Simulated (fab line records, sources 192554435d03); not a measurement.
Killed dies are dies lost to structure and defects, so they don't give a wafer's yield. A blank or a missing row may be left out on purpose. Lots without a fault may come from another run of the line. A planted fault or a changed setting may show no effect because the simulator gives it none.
Which tool did it? | flow n5_finfet | 9 lots, 26 wafers sampled, at 5 steps of a route of 1938

WHAT THE GAUGES READ, wafer by wafer
N5_BEOL_M4_RC_MEAS_101. Usual: DIBL_N 35.8 mV/V, standard deviation 1.5; DIBL_P 35.9 mV/V, standard deviation 1.8; IOFF_N 0.152 nA/um, standard deviation 0.025; IOFF_P 0.21 nA/um, standard deviation 0.031; ION_N 672 uA/um, standard deviation 11; ION_P 462 uA/um, standard deviation 7.4; SS_N 71.5 mV/dec, standard deviation 0.52; SS_P 73.2 mV/dec, standard deviation 0.54; VT_N 250 mV, standard deviation 3; VT_P -250 mV, standard deviation 3.3.
lot  | measured     | on        | DIBL_N (mV/V)  | DIBL_P (mV/V)  | IOFF_N (nA/um)    | IOFF_P (nA/um) | ION_N (uA/um) | ION_P (uA/um) | SS_N (mV/dec)  | SS_P (mV/dec)  | VT_N (mV)   | VT_P (mV)      | flag
L616 | day 8 04:01  | prober-02 | 37.7 35.8 35.6 | 37.6 35.2 36.1 | 0.168 0.146 0.145 | 0.25 0.20 0.22 | 681 669 672   | 470 463 472   | 71.9 71.5 71.4 | 73.4 73.2 72.5 | 250 250 251 | -247 -248 -248 |
L617 | day 7 22:11  | prober-01 | 35.7 38.0 37.1 | 36.5 38.4 37.1 | 0.146 0.192 0.176 | 0.19 0.21 0.20 | 670 672 682   | 454 457 455   | 72.9 73.0 72.7 | 72.9 73.7 73.0 | 251 250 251 | -253 -249 -249 |
L619 | day 8 10:41  | prober-01 | 34.4 37.0 36.8 | 31.2 34.5 34.3 | 0.096 0.137 0.137 | 0.13 0.18 0.18 | 655 672 669   | 449 458 458   | 70.5 71.1 71.2 | 72.3 73.2 73.1 | 261 253 251 | -260 -254 -255 |
L623 | day 9 17:10  | prober-02 | 37.0 37.5 35.0 | 36.6 37.7 33.7 | 0.143 0.146 0.112 | 0.19 0.19 0.14 | 670 665 661   | 459 453 450   | 71.6 71.9 71.4 | 73.8 74.1 72.9 | 252 254 256 | -255 -255 -259 |
L626 | day 10 23:31 | prober-01 | 37.8 37.7 37.9 | 35.5 35.1 34.9 | 0.148 0.151 0.149 | 0.21 0.21 0.20 | 669 666 662   | 458 459 451   | 71.3 72.1 72.2 | 73.0 72.7 73.3 | 250 253 255 | -247 -249 -250 |
L627 | day 11 00:23 | prober-02 | 36.5 35.9      | 35.2 34.6      | 0.167 0.151       | 0.21 0.20      | 681 670       | 466 462       | 72.1 70.9      | 72.9 73.4      | 251 250     | -246 -248      |
L632 | day 11 23:43 | prober-01 | 37.7 36.0 36.5 | 38.6 35.8 38.0 | 0.218 0.172 0.196 | 0.29 0.23 0.28 | 700 676 706   | 484 465 489   | 72.0 71.6 72.4 | 74.3 72.8 73.7 | 244 245 245 | -243 -248 -243 |
L633 | day 12 20:54 | prober-01 | 34.6 36.3 35.0 | 35.8 37.8 36.7 | 0.160 0.185 0.175 | 0.20 0.24 0.22 | 672 692 701   | 456 470 472   | 71.6 71.3 71.0 | 73.2 73.8 73.5 | 247 245 246 | -250 -250 -250 |
L634 | day 12 07:54 | prober-02 | 35.5 34.3 34.1 | 37.1 37.2 36.0 | 0.182 0.175 0.154 | 0.24 0.24 0.21 | 682 694 675   | 460 471 460   | 71.9 71.1 71.2 | 73.3 72.5 72.7 | 247 245 250 | -247 -250 -248 |

WHICH TOOL RAN EACH LOT (tool, then ch and the chambers of the sampled wafers, then the start)
lot  | N5_FIN_SAQP_MANDREL1_REMOVE_56  | N5_FIN_SAQP_MANDREL2_REMOVE_60  | N5_FIN_SAQP_HM_OPEN_33            | N5_FIN_SAQP_ETCH_34
L616 | rie_si-04 ch 2,3, day 1 23:40   | rie_si-04 ch 2,3, day 2 01:22   | rie_diel-02 ch 0,2,3, day 2 01:31 | rie_diel-02 ch 0,2,3, day 2 01:35
L617 | rie_si-03 ch 0,1,2, day 2 06:57 | rie_si-03 ch 0,1,2, day 2 08:29 | rie_diel-04 ch 2,3, day 2 08:40   | rie_diel-04 ch 2,3, day 2 08:44
L619 | rie_si-03 ch 0,2,3, day 2 18:12 | rie_si-03 ch 0,2,3, day 2 20:04 | rie_diel-03 ch 0,1, day 2 20:20   | rie_diel-03 ch 0,1, day 2 20:24
L623 | rie_si-04 ch 0,1,2, day 3 19:11 | rie_si-03 ch 0,2,3, day 3 22:05 | rie_diel-04 ch 0,1,2, day 3 22:29 | rie_diel-04 ch 0,1,2, day 3 22:34
L626 | rie_si-04 ch 2,3, day 4 13:26   | rie_si-02 ch 1,2, day 4 16:01   | rie_diel-02 ch 1,2, day 4 16:11   | rie_diel-02 ch 1,2, day 4 16:15
L627 | rie_si-03 ch 2,3, day 4 18:39   | rie_si-02 ch 1,2, day 4 20:34   | rie_diel-02 ch 1,2, day 4 20:45   | rie_diel-02 ch 1,2, day 4 20:48
L632 | rie_si-03 ch 0,1,2, day 5 23:38 | rie_si-02 ch 1,2,3, day 6 01:45 | rie_diel-02 ch 0,1,2, day 6 01:55 | rie_diel-02 ch 0,1,2, day 6 01:59
L633 | rie_si-03 ch 1,2,3, day 6 05:44 | rie_si-03 ch 0,2,3, day 6 07:40 | rie_diel-02 ch 1,2,3, day 6 07:50 | rie_diel-02 ch 1,2,3, day 6 07:54
L634 | rie_si-04 ch 2,3, day 6 11:39   | rie_si-03 ch 0,1,3, day 6 13:15 | rie_diel-02 ch 0,1, day 6 13:24   | rie_diel-02 ch 0,1, day 6 13:28
- N5_FIN_SAQP_MANDREL1_REMOVE_56: chemistry HBr/Cl2/O2, target a-Si, stops on SiNx, bt time 10 s.
- N5_FIN_SAQP_MANDREL2_REMOVE_60: chemistry HBr/Cl2/O2, target a-Si, stops on SiNx, bt time 10 s.
- N5_FIN_SAQP_HM_OPEN_33: chemistry CH3F/O2, target SiNx, target depth 49.4 nm, time 70.6 s.
- N5_FIN_SAQP_ETCH_34: etches SiO2 in C4F6/O2, target depth 45 nm, time 15 s.

WHAT THE TOOLS THEMSELVES READ (means of the sampled wafers that have a number; where no wafer has one, the mark that the record gives instead)
N5_FIN_SAQP_MANDREL1_REMOVE_56. Usual: O2_flow_sccm 4.998 sccm, standard deviation 0.016; drypump_motor_current_A 5.7 A, standard deviation 0.43; oes_product_au 1.003 a.u., standard deviation 0.019; throttle_valve_pct 36.6 %, standard deviation 0.37.
lot  | tool      | O2_flow_sccm (sccm) | drypump_motor_current_A (A) | oes_product_au (a.u.) | throttle_valve_pct (%) | flag
L616 | rie_si-04 | 4.990               | 5.9                         | 1.013                 | 36.9                   |
L617 | rie_si-03 | 5.020               | 5.8                         | 1.007                 | 36.5                   |
L619 | rie_si-03 | 5.001               | 6.0                         | 1.019                 | 36.4                   |
L623 | rie_si-04 | 5.004               | 6.0                         | 0.991                 | 37.0                   |
L626 | rie_si-04 | 5.004               | 5.9                         | 1.007                 | 36.4                   |
L627 | rie_si-03 | 4.977               | 6.0                         | 1.000                 | 36.5                   |
L632 | rie_si-03 | 4.995               | 5.7                         | 1.003                 | 36.5                   |
L633 | rie_si-03 | 5.007               | 5.6                         | 1.003                 | 36.6                   |
L634 | rie_si-04 | 5.001               | 6.0                         | 1.004                 | 36.9                   |

N5_FIN_SAQP_MANDREL2_REMOVE_60. Usual: O2_flow_sccm 5.000 sccm, standard deviation 0.015; drypump_motor_current_A 5.7 A, standard deviation 0.43; oes_product_au 1.001 a.u., standard deviation 0.019; throttle_valve_pct 36.6 %, standard deviation 0.35.
lot  | tool      | O2_flow_sccm (sccm) | drypump_motor_current_A (A) | oes_product_au (a.u.) | throttle_valve_pct (%) | flag
L616 | rie_si-04 | 4.992               | 5.9                         | 1.007                 | 36.4                   |
L617 | rie_si-03 | 4.992               | 5.7                         | 1.001                 | 36.5                   |
L619 | rie_si-03 | 4.985               | 6.0                         | 1.017                 | 36.4                   |
L623 | rie_si-03 | 4.997               | 6.0                         | 1.012                 | 36.4                   |
L626 | rie_si-02 | 4.998               | 5.8                         | 1.013                 | 36.5                   |
L627 | rie_si-02 | 4.991               | 5.6                         | 1.010                 | 36.6                   |
L632 | rie_si-02 | 5.004               | 5.6                         | 1.016                 | 36.5                   |
L633 | rie_si-03 | 5.002               | 6.0                         | 1.015                 | 36.4                   |
L634 | rie_si-03 | 5.014               | 5.7                         | 0.989                 | 36.5                   |

N5_FIN_SAQP_HM_OPEN_33. Usual: CH3F_flow_sccm 30.02 sccm, standard deviation 0.092; O2_flow_sccm 20.01 sccm, standard deviation 0.063; drypump_motor_current_A 5.6 A, standard deviation 0.5; etch_rf_on_time_s 69.0 s, standard deviation 1.7; oes_product_au 0.66 a.u., standard deviation 0.076; rf_vpp_V 301 V, standard deviation 5.6; showerhead_plenum_p_Torr 1.99 Torr, standard deviation 0.063; throttle_valve_pct 16.37 %, standard deviation 0.26.
lot  | tool        | CH3F_flow_sccm (sccm) | O2_flow_sccm (sccm) | drypump_motor_current_A (A) | etch_rf_on_time_s (s) | oes_product_au (a.u.) | rf_vpp_V (V) | showerhead_plenum_p_Torr (Torr) | throttle_valve_pct (%) | flag
L616 | rie_diel-02 | 29.97                 | 19.99               | 5.2                         | 69.3                  | 0.69                  | 298          | 1.92                            | 16.43                  |
L617 | rie_diel-04 | 29.92                 | 20.00               | 5.5                         | 68.6                  | 0.62                  | 297          | 1.98                            | 16.41                  |
L619 | rie_diel-03 | 29.99                 | 20.02               | 5.6                         | 68.0                  | 0.71                  | 305          | 1.96                            | 16.27                  |
L623 | rie_diel-04 | 30.06                 | 20.00               | 5.4                         | 68.6                  | 0.63                  | 302          | 2.01                            | 16.52                  |
L626 | rie_diel-02 | 30.08                 | 20.04               | 6.0                         | 73.4                  | 0.65                  | 295          | 1.96                            | 16.11                  |
L627 | rie_diel-02 | 30.04                 | 20.00               | 5.8                         | 70.0                  | 0.68                  | 296          | 1.96                            | 16.10                  |
L632 | rie_diel-02 | 30.03                 | 19.98               | 5.5                         | 68.5                  | 0.65                  | 297          | 1.94                            | 16.35                  |
L633 | rie_diel-02 | 29.97                 | 20.01               | 5.6                         | 62.1                  | 0.78                  | 299          | 2.02                            | 16.11                  | OFF
L634 | rie_diel-02 | 30.10                 | 19.97               | 6.0                         | 63.2                  | 0.65                  | 297          | 1.95                            | 16.37                  | OFF

N5_FIN_SAQP_ETCH_34. Usual: C4F6_flow_sccm 9.999 sccm, standard deviation 0.029; O2_flow_sccm 10.001 sccm, standard deviation 0.03; drypump_motor_current_A 5.6 A, standard deviation 0.5; etch_rf_on_time_s 15.01 s, standard deviation 0.27; oes_product_au 0.66 a.u., standard deviation 0.075; rf_vpp_V 673 V, standard deviation 12; showerhead_plenum_p_Torr 2.83 Torr, standard deviation 0.086; throttle_valve_pct 21.07 %, standard deviation 0.28.
lot  | tool        | C4F6_flow_sccm (sccm) | O2_flow_sccm (sccm) | drypump_motor_current_A (A) | etch_rf_on_time_s (s) | oes_product_au (a.u.) | rf_vpp_V (V) | showerhead_plenum_p_Torr (Torr) | throttle_valve_pct (%) | flag
L616 | rie_diel-02 | 10.014                | 10.002              | 5.2                         | 15.07                 | 0.69                  | 664          | 2.75                            | 21.16                  |
L617 | rie_diel-04 | 10.018                | 9.987               | 5.5                         | 15.08                 | 0.62                  | 666          | 2.81                            | 21.05                  |
L619 | rie_diel-03 | 10.005                | 10.009              | 5.6                         | 14.82                 | 0.70                  | 684          | 2.79                            | 20.99                  |
L623 | rie_diel-04 | 9.985                 | 10.024              | 5.4                         | 14.69                 | 0.63                  | 676          | 2.86                            | 21.24                  |
L626 | rie_diel-02 | 9.991                 | 10.001              | 6.0                         | 15.25                 | 0.65                  | 662          | 2.79                            | 20.73                  |
L627 | rie_diel-02 | 9.994                 | 9.992               | 5.8                         | 15.18                 | 0.68                  | 662          | 2.79                            | 20.75                  |
L632 | rie_diel-02 | 9.999                 | 10.007              | 5.5                         | 15.23                 | 0.65                  | 663          | 2.76                            | 21.04                  |
L633 | rie_diel-02 | 9.995                 | 9.970               | 5.6                         | 14.89                 | 0.72                  | 669          | 2.86                            | 20.81                  |
L634 | rie_diel-02 | 9.986                 | 9.990               | 6.0                         | 15.43                 | 0.60                  | 665          | 2.77                            | 20.99                  |

THE ANSWER, worked out from the rows above alone
Rule: a lot is off if the mean of its wafers that have a number lies more than 3 standard deviations from the usual mean. A lot without any number at a reading at which 4 lots or more have one is off too. The other lots that the step has rows for count as sound. The gauges are gone through in route order, then the tools' own readings, and for those a lot's mean is taken as printed above. The first step at which some lot is off is used, and at that step the reading that is off furthest; a lot without a number counts as furthest.
Off: L633, L634, at N5_FIN_SAQP_HM_OPEN_33 (etch_rf_on_time_s).
A tool fits if, at that step or a process step before it, it ran every lot that is off, and no sound lot after the first of them. Can't be told from this: 2 tools fit, rie_si-03 at N5_FIN_SAQP_MANDREL2_REMOVE_60, rie_diel-02 at N5_FIN_SAQP_HM_OPEN_33.

WHAT THE SIMULATOR HAD PUT IN
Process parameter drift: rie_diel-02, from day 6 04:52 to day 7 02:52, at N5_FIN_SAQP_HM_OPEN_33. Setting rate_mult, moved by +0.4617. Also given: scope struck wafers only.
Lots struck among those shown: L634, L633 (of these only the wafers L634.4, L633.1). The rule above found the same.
